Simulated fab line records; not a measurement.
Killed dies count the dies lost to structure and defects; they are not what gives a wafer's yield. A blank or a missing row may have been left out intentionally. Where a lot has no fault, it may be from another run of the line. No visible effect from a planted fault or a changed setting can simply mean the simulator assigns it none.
Matching of chambers	flow nand_harc	NHARC_A_CONTACT_DEP_58 on pecvd-04 has 3 sister chambers
The step deposits SiON, target thk 60 nm. 22 wafers are shown with their chamber, then 11 later ones without.

WAFERS, EACH WITH ITS CHAMBER
wafer	chamber	heater_power_w (W)
L074.1	0	793
L074.2	1	965
L074.5	1	807
L079.2	1	780
L079.3	2	607
L079.6	0	759
L081.1	0	707
L081.2	2	694
L081.4	1	884
L082.1	2	685
L082.3	0	812
L082.5	2	705
L085.1	2	660
L085.4	0	800
L085.5	2	662
L086.1	0	820
L086.4	0	822
L086.6	1	839
L090.1	0	699
L090.3	1	728
L090.6	2	627
L088.2	2	638

SIGNATURES, as means of the wafers listed above
reading	chamber 0	chamber 1	chamber 2	scatter within a chamber
heater_power_w	776.50	833.83	659.75	56.2
Rule: a wafer's distance from a chamber is the root of the sum, over the readings, of the square of ((its reading less the chamber's mean) divided by the reading's scatter). The wafer belongs to the nearest chamber; if the next one is less than 2 further off, it can't be placed. The scatter: the root of (the sum of the squares of (reading less its chamber's mean) over the shown wafers, divided by (wafers less chambers)).

WAFERS MISSING THEIR CHAMBER
wafer	heater_power_w (W)
L088.3	881
L088.6	770
L089.1	717
L089.2	798
L089.5	640
L091.1	634
L091.4	811
L091.6	829
L092.1	630
L092.3	842
L092.4	619

THE CHAMBER EACH PASSED THROUGH
wafer	from the rows above	in truth
L088.3	can't be placed: 1 or 0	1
L088.6	can't be placed: 0 or 1 or 2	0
L089.1	can't be placed: 2 or 0 or 1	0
L089.2	can't be placed: 0 or 1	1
L089.5	2	2
L091.1	2	2
L091.4	can't be placed: 1 or 0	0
L091.6	can't be placed: 1 or 0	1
L092.1	2	2
L092.3	can't be placed: 1 or 0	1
L092.4	2	2
Correctly placed: 4 of 11. Cannot be placed on the basis of these rows: 7; the candidates contain the true chamber in 7. Placed wrongly: 0.
